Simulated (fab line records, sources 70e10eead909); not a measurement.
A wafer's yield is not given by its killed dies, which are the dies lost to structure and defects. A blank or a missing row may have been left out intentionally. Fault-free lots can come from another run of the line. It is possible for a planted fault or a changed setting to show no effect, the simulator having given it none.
A lot that was struck, set against a sound lot    flow nand harc    13 steps out of a route of 1159
Sound: wafers L994.1, L994.2, L994.6. Wafers L103.1, L103.3, L103.5 were the ones struck. The cause is named last.
At each step with rows: each side's tool, then ch and its chambers, then its first start. Under that, the readings that differ: sound wafers    struck wafers    difference of the means    sigmas: that difference in standard deviations of wafers without a fault.
alike: words and numbers the same on both sides, and readings whose means are apart by under 2 such deviations; not compared: readings that were withheld, readings missing a value for some wafer, numbers with overlapping values and no deviation given by the record, and bounds like >300 which may hide the same value.
The two part at a step that has a row with sigmas, a row that says differs or no value, or rows on one side only. Numbers that don't overlap but have no deviation are shown without sigmas and don't part them. Lack of a reading on every wafer of one side parts them only where that side has two or more wafers.

NHARC_A_STAIRCASE_DEP_417: deposits Si3N4, target thk 60 nm.
  sound on pecvd-03 ch 0,1, day 12 11:02; struck on pecvd-04 ch 0,2, day 14 09:59
  alike: heater power w
  not compared: since wet clean h
then, 3 steps without rows for these wafers: NHARC_A_STAIRCASE_WET_418 (chemistry H3PO4, target depth 20 nm); NHARC_A_STAIRCASE_PRECLEAN_419 (cleans in SC1); NHARC_A_STAIRCASE_SRD_421.
NHARC_A_STAIRCASE_ALD_420: deposits SiO2, target thk 20 nm, pulse time 6 s, ald cycles 200.
  sound on ald hk-04 ch 0,3, day 12 14:59; struck on ald hk-04 ch 0,2,3, day 14 14:23
  alike: heater power w, precursor pulse height rel
  not compared: since wet clean h
then, 1 step without rows for these wafers: NHARC_A_STAIRCASE_CVD_552 (deposits SiNx, target thk 40 nm).
NHARC_A_STAIRCASE_DEP_151: deposits SiO2, target thk 3800 nm.
  sound on pecvd-03 ch 1,2, day 13 00:37; struck on pecvd-04 ch 0,2, day 15 01:40
  alike: heater power w, mfc precursor sccm
  not compared: since wet clean h
then, 1 step without rows for these wafers: NHARC_A_STAIRCASE_ANNEAL_320 (time 1800 s).
NHARC_A_STAIRCASE_DEP_322: deposits SiO2, target thk 3800 nm.
  sound on pecvd-02 ch 0,1, day 13 08:26; struck on pecvd-04 ch 1,2, day 15 09:53
  alike: heater power w, mfc precursor sccm
  not compared: since wet clean h
then, 1 step without rows for these wafers: NHARC_A_STAIRCASE_ANNEAL_323 (time 1800 s).
NHARC_A_STAIRCASE_DEP_325: deposits SiO2, target thk 3800 nm.
  sound on pecvd-04 ch 1,2, day 13 18:47; struck on pecvd-04 ch 0,1,2, day 15 16:56
reading                    sound              struck             difference  sigmas
mfc precursor sccm (sccm)  201.1 200.2 199.9  191.9 192.4 191.1  -8.6        -14
  alike: heater power w
  not compared: since wet clean h
then, 1 step without rows for these wafers: NHARC_A_STAIRCASE_ANNEAL_326 (time 1800 s).
-- record jumps: 6 days between struck wafers' starts before vs after; left off in module A_STAIRCASE, resumes in module END, first step shown is number 1159 of the route --
NHARC_END_SORT_01:
  sound on prober-01 ch 0, day 20 18:25; struck on prober-01 ch 0, day 21 17:58
  alike: killed at array, killed at other, killed at periphery, killed dies, killed open, killed short

WHERE THEY PART
Only at NHARC_A_STAIRCASE_DEP_325, as far as this record shows. Later steps at which nothing parts them and some readings are alike: NHARC_END_SORT_01.

WHY: what had been put in by the simulator
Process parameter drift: pecvd-04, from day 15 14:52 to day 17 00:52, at NHARC_A_STAIRCASE_DEP_325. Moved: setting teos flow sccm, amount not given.
